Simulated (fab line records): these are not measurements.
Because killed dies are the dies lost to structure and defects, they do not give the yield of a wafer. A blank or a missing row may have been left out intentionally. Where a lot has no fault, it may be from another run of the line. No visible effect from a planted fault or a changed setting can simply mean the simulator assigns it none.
Which tool was responsible?	flow n5Finfet	Sampling: 8 lots, 24 wafers, 7 of 1938 route steps

WHAT EACH GAUGE READ, for each wafer
N5_FIN_SAQP_INSPECT_18: inspects for defects (brightfield). Usual: rawDefectCount reads 364 (standard deviation 100).
lot	measured	on	rawDefectCount	flag
L723	day 3 00:05	defectInspect-02	461 481 394	
L724	day 3 05:07	defectInspect-01	365 265 354	
L733	day 5 09:46	defectInspect-01	635 644 597	
L734	day 5 16:01	defectInspect-02	296 176 286	
L738	day 6 15:58	defectInspect-02	398 378 442	
L739	day 6 22:04	defectInspect-02	342 326 318	
L740	day 7 04:17	defectInspect-01	339 346 393	
L742	day 7 15:07	defectInspect-01	322 358 331	

N5_FIN_SAQP_CD_MEAS_27: the cd target is 20 nm. Usual: cdNm reads 20.31 nm (standard deviation 0.24).
lot	measured	on	cdNm (nm)	flag
L723	day 3 02:22	cdSem-02	21.07 19.96 20.18	
L724	day 3 08:03	cdSem-02	20.54 20.14 20.42	
L733	day 5 12:28	cdSem-01	20.71 20.31 20.34	
L734	day 5 18:54	cdSem-01	20.35 20.23 20.04	
L738	day 6 19:14	cdSem-02	20.26 19.95 19.90	
L739	day 7 00:40	cdSem-02	20.51 19.87 20.62	
L740	day 7 06:28	cdSem-03	20.38 20.49 20.47	
L742	day 7 17:26	cdSem-03	20.44 20.05 20.15	

N5_BEOL_M4_RC_MEAS_101. Usual: DIBL_N 35.9 mV/V, standard deviation 1.7; DIBL_P 36.0 mV/V, standard deviation 2.2; IOFF_N 0.16 nA/um, standard deviation 0.031; IOFF_P 0.21 nA/um, standard deviation 0.039; ION_N 678 uA/um, standard deviation 13; ION_P 464 uA/um, standard deviation 8.8; SS_N 71.5 mV/dec, standard deviation 0.61; SS_P 73.2 mV/dec, standard deviation 0.68; VT_N 249 mV, standard deviation 3.3; VT_P -250 mV, standard deviation 3.8.
lot	measured	on	DIBL_N (mV/V)	DIBL_P (mV/V)	IOFF_N (nA/um)	IOFF_P (nA/um)	ION_N (uA/um)	ION_P (uA/um)	SS_N (mV/dec)	SS_P (mV/dec)	VT_N (mV)	VT_P (mV)	flag
L723	day 9 01:20	prober-01	31.6 33.5 37.1	31.5 34.6 38.8	0.09 0.11 0.17	0.13 0.15 0.21	641 664 676	450 455 457	70.2 70.5 71.3	72.0 72.4 73.5	258 256 250	-260 -257 -254	
L724	day 9 03:22	prober-02	35.2 35.0 36.0	35.9 35.4 36.1	0.15 0.14 0.15	0.19 0.18 0.19	670 681 679	463 463 463	70.7 71.9 71.8	72.6 72.4 73.2	247 248 250	-254 -254 -250	
L738	day 12 17:44	prober-02	35.3 36.2 34.4	33.9 35.6 33.5	0.13 0.14 0.12	0.17 0.19 0.16	651 677 655	447 465 452	71.1 71.7 71.4	72.2 73.0 72.7	255 252 255	-254 -251 -252	
L739	day 12 21:04	prober-02	34.2 32.8 36.7	33.5 31.1 37.7	0.12 0.10 0.16	0.15 0.13 0.21	660 657 677	455 450 460	70.2 71.3 71.0	72.6 72.6 73.4	254 257 249	-254 -257 -254	
L740	day 13 06:49	prober-02	37.5 34.6 35.9	37.3 33.9 35.3	0.19 0.14 0.16	0.28 0.22 0.23	692 679 678	472 477 470	72.1 70.7 71.8	74.0 72.9 72.9	246 251 248	-244 -246 -247	
L742	day 14 02:04	prober-02	34.9 38.4 34.8	33.1 38.7 33.7	0.13 0.20 0.13	0.17 0.25 0.17	681 688 690	462 463 465	71.8 72.1 70.8	73.0 73.7 72.6	251 245 250	-252 -249 -254	

EACH LOT AND THE TOOL THAT RAN IT (in order: tool; ch and the chambers of the sampled wafers; start)
lot	N5_FIN_SAQP_SPACER1_ETCHBACK_25	N5_FIN_SAQP_MANDREL_ETCH_58	N5_FIN_SAQP_ETCH_69	N5_FIN_SAQP_SPACER2_ETCHBACK_29
L723	rieDiel-02 ch 2,3, day 3 02:10	rieSi-02 ch 0,1,2, day 3 02:34	rieDiel-02 ch 1,2,3, day 3 03:07	rieDiel-06 ch 0,1,3, day 3 04:06
L724	rieDiel-02 ch 1,2,3, day 3 07:51	rieSi-05 ch 2,3, day 3 08:14	rieDiel-05 ch 1,2, day 3 08:58	rieDiel-02 ch 0,1,3, day 3 09:42
L733	rieDiel-05 ch 0,2,3, day 5 12:15	rieSi-02 ch 0,1,3, day 5 12:41	rieDiel-06 ch 0,3, day 5 13:27	rieDiel-02 ch 1,2,3, day 5 14:07
L734	rieDiel-06 ch 1,2,3, day 5 18:42	rieSi-02 ch 1,2,3, day 5 19:05	rieDiel-05 ch 1,3, day 5 19:47	rieDiel-02 ch 0,1,2, day 5 20:32
L738	rieDiel-02 ch 1,3, day 6 19:02	rieSi-02 ch 2,3, day 6 19:28	rieDiel-06 ch 2,3, day 6 20:00	rieDiel-06 ch 0,2, day 6 20:50
L739	rieDiel-02 ch 0,1, day 7 00:28	rieSi-02 ch 0,1,3, day 7 00:52	rieDiel-06 ch 1,2,3, day 7 01:25	rieDiel-05 ch 0,1, day 7 02:07
L740	rieDiel-05 ch 0,1,2, day 7 06:16	rieSi-02 ch 0,1,3, day 7 06:39	rieDiel-06 ch 2,3, day 7 07:19	rieDiel-06 ch 0,2, day 7 07:59
L742	rieDiel-05 ch 0,3, day 7 17:14	rieSi-02 ch 2,3, day 7 17:47	rieDiel-02 ch 2,3, day 7 18:22	rieDiel-05 ch 0,2, day 7 19:00
- N5_FIN_SAQP_SPACER1_ETCHBACK_25: etches SiO2 in CHF3/O2, target depth 24.4 nm, time 12.2 s.
- N5_FIN_SAQP_MANDREL_ETCH_58: etches a-Si in HBr/Cl2, stops on SiNx, target depth 45 nm, bt time 10 s, time 27 s.
- N5_FIN_SAQP_ETCH_69: etches SOC in N2/H2, stops on SiNx, target depth 150 nm.
- N5_FIN_SAQP_SPACER2_ETCHBACK_29: etches SiO2 in CHF3/O2, target depth 12.2 nm, time 6.1 s.

AS READ BY THE TOOLS THEMSELVES (means over the sampled wafers that have a number; for cases with no such wafer, the mark the record gives instead)
N5_FIN_SAQP_SPACER1_ETCHBACK_25. Usual: drypumpMotorCurrentA 5.9 A, standard deviation 0.59; oes_f_703_au 0.81 a.u., standard deviation 0.094; oesProductAu 0.81 a.u., standard deviation 0.097; rfVppV 521 V, standard deviation 9.4; showerheadPlenumPTorr 2.37 Torr, standard deviation 0.045; throttleValvePct 18.82 %, standard deviation 0.23.
lot	tool	drypumpMotorCurrentA (A)	oes_f_703_au (a.u.)	oesProductAu (a.u.)	rfVppV (V)	showerheadPlenumPTorr (Torr)	throttleValvePct (%)	flag
L723	rieDiel-02	6.1	0.83	0.81	516	2.38	18.96	
L724	rieDiel-02	5.9	0.77	0.76	519	2.39	18.90	
L733	rieDiel-05	5.8	0.79	0.80	522	2.36	18.65	
L734	rieDiel-06	6.2	0.82	0.81	513	2.39	18.89	
L738	rieDiel-02	5.8	0.79	0.77	527	2.38	18.87	
L739	rieDiel-02	5.2	0.90	0.90	521	2.36	18.57	
L740	rieDiel-05	6.3	0.80	0.80	525	2.36	18.79	
L742	rieDiel-05	5.3	0.80	0.82	517	2.35	18.50	

N5_FIN_SAQP_MANDREL_ETCH_58. Usual: HBr_flow_sccm 149.9 sccm, standard deviation 0.47; biasW 74.95 W, standard deviation 0.22; drypumpMotorCurrentA 5.9 A, standard deviation 0.37; oesProductAu 0.697 a.u., standard deviation 0.013; throttleValvePct 35.51 %, standard deviation 0.25.
lot	tool	HBr_flow_sccm (sccm)	biasW (W)	drypumpMotorCurrentA (A)	oesProductAu (a.u.)	throttleValvePct (%)	flag
L723	rieSi-02	149.4	75.28	6.2	0.700	35.62	
L724	rieSi-05	150.0	74.89	5.3	0.701	35.25	
L733	rieSi-02	-	-	-	-	-	OFF
L734	rieSi-02	-	-	-	-	-	OFF
L738	rieSi-02	150.0	74.96	5.7	0.688	35.56	
L739	rieSi-02	149.8	74.91	6.1	0.690	35.53	
L740	rieSi-02	150.1	74.88	6.0	0.686	35.53	
L742	rieSi-02	149.7	74.71	5.9	0.706	35.65	

N5_FIN_SAQP_ETCH_69. Usual: biasW 60.97 W, standard deviation 0.18; chamberPressureMTorr 30.000 mTorr, standard deviation 0.028; drypumpMotorCurrentA 5.9 A, standard deviation 0.59; oesProductAu 0.80 a.u., standard deviation 0.092; rfVppV 240.2 V, standard deviation 1.2; showerheadPlenumPTorr 2.50 Torr, standard deviation 0.065; throttleValvePct 17.8 %, standard deviation 0.31.
lot	tool	biasW (W)	chamberPressureMTorr (mTorr)	drypumpMotorCurrentA (A)	oesProductAu (a.u.)	rfVppV (V)	showerheadPlenumPTorr (Torr)	throttleValvePct (%)	flag
L723	rieDiel-02	60.84	30.018	5.9	0.76	239.3	2.51	17.8	
L724	rieDiel-05	60.90	30.029	6.5	0.89	240.3	2.50	17.6	
L733	rieDiel-06	60.96	30.006	5.9	0.28	242.1	2.59	18.1	OFF
L734	rieDiel-05	61.04	29.969	5.9	0.34	239.6	2.48	17.3	OFF
L738	rieDiel-06	60.78	30.015	6.3	0.87	241.3	2.55	17.8	
L739	rieDiel-06	61.03	30.000	6.2	0.78	240.0	2.51	17.8	
L740	rieDiel-06	61.09	30.007	6.3	0.87	240.7	2.55	17.8	
L742	rieDiel-02	60.96	30.008	6.1	0.76	240.0	2.49	17.9	

N5_FIN_SAQP_SPACER2_ETCHBACK_29. Usual: drypumpMotorCurrentA 5.8 A, standard deviation 0.6; oes_f_703_au 0.81 a.u., standard deviation 0.091; oesProductAu 0.81 a.u., standard deviation 0.096; rfVppV 520 V, standard deviation 9.2; showerheadPlenumPTorr 2.37 Torr, standard deviation 0.048; throttleValvePct 18.82 %, standard deviation 0.25.
lot	tool	drypumpMotorCurrentA (A)	oes_f_703_au (a.u.)	oesProductAu (a.u.)	rfVppV (V)	showerheadPlenumPTorr (Torr)	throttleValvePct (%)	flag
L723	rieDiel-06	5.8	0.75	0.75	514	2.37	19.03	
L724	rieDiel-02	5.5	0.80	0.80	524	2.39	18.81	
L733	rieDiel-02	5.9	0.84	0.31	517	2.38	18.67	OFF
L734	rieDiel-02	5.6	0.89	0.33	516	2.36	18.53	OFF
L738	rieDiel-06	5.3	0.82	0.81	509	2.32	19.13	
L739	rieDiel-05	6.1	0.82	0.83	517	2.34	18.71	
L740	rieDiel-06	5.4	0.81	0.80	511	2.32	19.14	
L742	rieDiel-05	6.4	0.74	0.74	527	2.36	18.87	

THE ANSWER, worked out from the rows above alone
Rule: lot off if the mean of its wafers having a number is beyond 3 standard deviations from the usual mean. A lot without any number at a reading at which 4 lots or more have one is off too. Where the step has rows for the other lots, those lots are counted as sound. The gauges are gone through in route order, then the tools' own readings, and for those a lot's mean is taken as printed above. The first step at which some lot is off is used, and at that step the reading that is off furthest; a lot without a number counts as furthest.
Off: L733, L734, at N5_FIN_SAQP_MANDREL_ETCH_58 (HBr_flow_sccm). Without a number there: L733, L734.
A tool fits if, at that step or a process step before it, it ran every lot that is off, and no sound lot after the first of them. None of those tried fits.

WHAT THE SIMULATOR HAD INSERTED
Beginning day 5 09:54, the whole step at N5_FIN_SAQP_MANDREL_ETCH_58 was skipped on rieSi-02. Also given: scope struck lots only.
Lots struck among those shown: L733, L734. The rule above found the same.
